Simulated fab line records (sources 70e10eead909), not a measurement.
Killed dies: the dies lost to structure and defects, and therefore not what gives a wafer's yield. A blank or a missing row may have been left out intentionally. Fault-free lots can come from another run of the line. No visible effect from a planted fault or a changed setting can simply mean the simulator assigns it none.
Matching of chambers ; flow nand harc ; 4 sister chambers for NHARC_P_GATE_DESCUM_31 on rie diel-01
The step chemistry O2, time 3 s. 14 wafers are shown with their chamber, then 7 later ones without.

== WAFERS PAIRED WITH THEIR CHAMBERS ==
wafer;chamber;showerhead plenum p Torr (Torr);drypump motor current A (A);oes product au (a.u.)
L259.1;2;2.05;5.74;1.019
L259.2;1;1.83;5.40;1.000
L259.5;3;2.03;5.84;0.996
L262.2;0;1.81;5.96;0.989
L262.3;2;2.05;5.76;1.011
L262.5;2;2.05;5.75;1.007
L264.1;3;2.03;5.84;0.989
L264.4;0;1.81;5.99;0.984
L264.6;2;2.05;5.71;0.998
L266.2;1;1.83;5.39;0.986
L266.3;3;2.03;5.85;0.989
L266.5;0;1.80;6.01;0.986
L272.4;1;1.83;5.40;0.993
L272.5;2;2.05;5.76;0.981

SIGNATURES (means of the wafers above)
reading;chamber 0;chamber 1;chamber 2;chamber 3;scatter within a chamber
showerhead plenum p Torr;1.8067;1.8300;2.0500;2.0300;0.00258
drypump motor current A;5.9867;5.3967;5.7440;5.8433;0.0177
oes product au;0.98633;0.99300;1.00320;0.99133;0.00994
Rule: distance of a wafer from a chamber = root of the sum over the readings of ((wafer's reading minus chamber's mean) / reading's scatter) squared. If the next closest chamber is less than 2 further off than the closest, the wafer can't be placed; otherwise it belongs to the closest. The scatter: take each reading less its chamber's mean, square it, sum over the shown wafers, divide by the number of wafers less the number of chambers, and take the root.

== WAFERS WITH NO CHAMBER GIVEN ==
wafer;showerhead plenum p Torr (Torr);drypump motor current A (A);oes product au (a.u.)
L272.6;2.03;5.86;0.987
L278.2;2.03;5.83;0.983
L278.3;1.82;5.38;1.006
L278.4;2.05;5.73;0.985
L281.1;1.82;5.42;0.992
L281.3;1.80;6.03;0.987
L281.5;1.80;6.06;0.975

== WHICH CHAMBER EACH WENT THROUGH ==
wafer;from the rows above;in truth
L272.6;3;3
L278.2;3;3
L278.3;1;1
L278.4;2;2
L281.1;1;1
L281.3;0;0
L281.5;0;0
7 of 7 placed correctly. Left unplaced by these rows: 0. Placed wrongly: 0.
